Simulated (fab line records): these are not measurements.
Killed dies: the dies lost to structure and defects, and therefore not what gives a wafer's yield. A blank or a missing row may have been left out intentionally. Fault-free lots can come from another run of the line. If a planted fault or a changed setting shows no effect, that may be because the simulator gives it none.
Chamber matching :: flow n5Finfet :: N5_DUMMY_GATE_CMP_04 on cmp-01 has 4 sister chambers
The step polishes a-Si. 8 wafers are shown with their chamber, then 7 later ones without.

## WAFERS PAIRED WITH THEIR CHAMBERS
wafer: L083.6
chamber: 3
motorCurrentA (A): 10.3
timeToEndpointS (s): 14.3

wafer: L085.1
chamber: 2
motorCurrentA (A): 8.0
timeToEndpointS (s): 14.2

wafer: L085.5
chamber: 0
motorCurrentA (A): 10.5
timeToEndpointS (s): 11.0

wafer: L088.1
chamber: 1
motorCurrentA (A): 9.9
timeToEndpointS (s): 13.0

wafer: L088.4
chamber: 3
motorCurrentA (A): 9.5
timeToEndpointS (s): 12.4

wafer: L088.5
chamber: 0
motorCurrentA (A): 10.4
timeToEndpointS (s): 11.5

wafer: L092.1
chamber: 2
motorCurrentA (A): 7.6
timeToEndpointS (s): 12.9

wafer: L092.2
chamber: 1
motorCurrentA (A): 10.5
timeToEndpointS (s): 11.5

## WAFERS WITH NO CHAMBER GIVEN
wafer: L092.5
motorCurrentA (A): 7.9
timeToEndpointS (s): 12.1

wafer: L093.3
motorCurrentA (A): 7.5
timeToEndpointS (s): 16.2

wafer: L093.5
motorCurrentA (A): 9.9
timeToEndpointS (s): 12.7

wafer: L093.6
motorCurrentA (A): 7.5
timeToEndpointS (s): 14.0

wafer: L097.2
motorCurrentA (A): 10.1
timeToEndpointS (s): 12.9

wafer: L097.3
motorCurrentA (A): 10.4
timeToEndpointS (s): 14.2

wafer: L097.6
motorCurrentA (A): 7.5
timeToEndpointS (s): 16.8

## CHAMBER TAKEN BY EACH
wafer: L092.5
from the rows above: 2
in truth: 2

wafer: L093.3
from the rows above: 2
in truth: 2

wafer: L093.5
from the rows above: can't be placed: 3 or 1 or 0
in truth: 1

wafer: L093.6
from the rows above: 2
in truth: 2

wafer: L097.2
from the rows above: can't be placed: 3 or 1 or 0
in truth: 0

wafer: L097.3
from the rows above: can't be placed: 3 or 1 or 0
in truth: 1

wafer: L097.6
from the rows above: 2
in truth: 2
Placed correctly: 4 of 7. Can't be placed from these rows: 3 (the true chamber is among the candidates in 3). Placed wrongly: 0.
How it was worked out, from the rows above alone: a wafer's distance from a chamber is the root of the sum, over the readings, of the square of ((its reading less the chamber's mean) divided by the reading's scatter). The wafer belongs to the nearest chamber; if the next one is less than 2 further off, it can't be placed. Each chamber's mean is taken over the wafers shown for it. How the scatter is found: for the shown wafers, subtract from each reading the mean of its chamber, square and add these, divide the total by (wafers less chambers), then take the root.
